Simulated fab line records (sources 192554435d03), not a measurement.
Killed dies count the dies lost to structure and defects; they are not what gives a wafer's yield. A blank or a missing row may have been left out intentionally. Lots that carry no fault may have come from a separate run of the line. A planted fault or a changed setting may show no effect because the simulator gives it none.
A single fault, viewed from 2 desks || flow n5_finfet || only its own numbers are on each desk; what lay behind them is given at the end

## FOR THE TOOL OWNER'S DESK: rie_diel-06
The tool's own readings at N5_HKMG_FIN_ETCH_32 (etches SOC in N2/H2, target depth 240 nm, time 300 s): means of the sampled wafers that have a number, for each lot that ran on this tool. Any lot whose mean is over 4 standard deviations away from the usual mean is out of limits and marked OUT; that distance is given in the brackets.
Columns: A = drypump_motor_current_A at N5_HKMG_FIN_ETCH_32, usual 5.9 A; B = h2_flow_sccm at N5_HKMG_FIN_ETCH_32, usual 200.0 sccm; C = n2_flow_sccm at N5_HKMG_FIN_ETCH_32, usual 200.0 sccm; D = oes_product_au at N5_HKMG_FIN_ETCH_32, usual 0.82 a.u.; E = rf_vpp_V at N5_HKMG_FIN_ETCH_32, usual 524.4 V; F = showerhead_plenum_p_Torr at N5_HKMG_FIN_ETCH_32, usual 2.55 Torr; G = throttle_valve_pct at N5_HKMG_FIN_ETCH_32, usual 17.88 %
{"lot": "L790", "first seen here": "day 5 15:00", "A": 5.9, "B": 199.5, "C": 199.7, "D": 0.77, "E": 523.8, "F": 2.54, "G": 18.06}
{"lot": "L796", "first seen here": "day 7 08:27", "A": 5.8, "B": 199.7, "C": 200.3, "D": 0.84, "E": 522.6, "F": 2.50, "G": 18.00}
{"lot": "L800", "first seen here": "day 8 02:48", "A": 5.9, "B": "193.0 (-11) OUT", "C": 199.4, "D": 0.83, "E": 524.1, "F": 2.51, "G": 17.75}
{"lot": "L801", "first seen here": "day 8 09:16", "A": 5.8, "B": "193.1 (-11) OUT", "C": 200.0, "D": 0.83, "E": 522.4, "F": 2.47, "G": 17.83}
This desk finds L800, L801 out of limits, L800 being first, at day 8 02:48 (h2_flow_sccm at N5_HKMG_FIN_ETCH_32). Within limits: L790, L796.

## METROLOGY DESK
Lot by lot, what the gauges showed, no matter which tool ran the lot: averages of those sampled wafers that carry a number. Any lot whose mean is over 4 standard deviations away from the usual mean is out of limits and marked OUT; that distance is given in the brackets. Shown here are 7 of its 10 readings, the ones lying furthest out on some lot.
Columns: A = DIBL_P at N5_BEOL_M4_RC_MEAS_101, usual 37.3 mV/V; B = IOFF_N at N5_BEOL_M4_RC_MEAS_101, usual 0.16 nA/um; C = IOFF_P at N5_BEOL_M4_RC_MEAS_101, usual 0.22 nA/um; D = ION_N at N5_BEOL_M4_RC_MEAS_101, usual 673 uA/um; E = ION_P at N5_BEOL_M4_RC_MEAS_101, usual 463 uA/um; F = VT_N at N5_BEOL_M4_RC_MEAS_101, usual 250 mV; G = VT_P at N5_BEOL_M4_RC_MEAS_101, usual -250 mV
{"lot": "L785", "first seen here": "day 8 13:19", "A": 38.7, "B": 0.16, "C": 0.20, "D": 670, "E": 459, "F": 250, "G": -255}
{"lot": "L790", "first seen here": "day 9 13:07", "A": 38.4, "B": 0.17, "C": 0.25, "D": 668, "E": 462, "F": 248, "G": -250}
{"lot": "L792", "first seen here": "day 10 01:18", "A": 36.3, "B": 0.14, "C": 0.19, "D": 659, "E": 454, "F": 254, "G": -251}
{"lot": "L791", "first seen here": "day 10 02:21", "A": 38.0, "B": 0.18, "C": 0.23, "D": 672, "E": 463, "F": 248, "G": -249}
{"lot": "L797", "first seen here": "day 11 14:33", "A": 38.2, "B": 0.19, "C": 0.25, "D": 685, "E": 467, "F": 245, "G": -248}
{"lot": "L796", "first seen here": "day 11 16:25", "A": 36.9, "B": 0.16, "C": 0.26, "D": 672, "E": 467, "F": 251, "G": -245}
{"lot": "L800", "first seen here": "day 12 03:09", "A": 35.8, "B": 0.15, "C": 0.20, "D": 676, "E": 464, "F": 251, "G": -251}
{"lot": "L802", "first seen here": "day 12 07:57", "A": 34.8, "B": 0.13, "C": 0.20, "D": 658, "E": 454, "F": 254, "G": -252}
{"lot": "L801", "first seen here": "day 12 09:53", "A": 38.4, "B": 0.18, "C": 0.24, "D": 674, "E": 462, "F": 250, "G": -247}
Result from this desk: across the 9 lots, nothing is out of limits.

## PUT TOGETHER
The tool owner's desk had the chance to raise an alarm at day 8 02:48 on L800, L801.
From the metrology desk's view, nothing was out of limits.
The metrology desk holds a record of L800, L801, inside its limits.
On rie_diel-06, each named lot ran N5_HKMG_FIN_ETCH_32.

## WHAT THE SIMULATOR HAD INSERTED
rie_diel-06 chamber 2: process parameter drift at N5_HKMG_FIN_ETCH_32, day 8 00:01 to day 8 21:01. From 200, the setting h2_flow_sccm moved by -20. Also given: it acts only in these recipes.
Struck lots among those shown: L800, L801.
Time in hours from fault onset to the first out-of-limits reading at each desk: the tool owner's desk, 3.
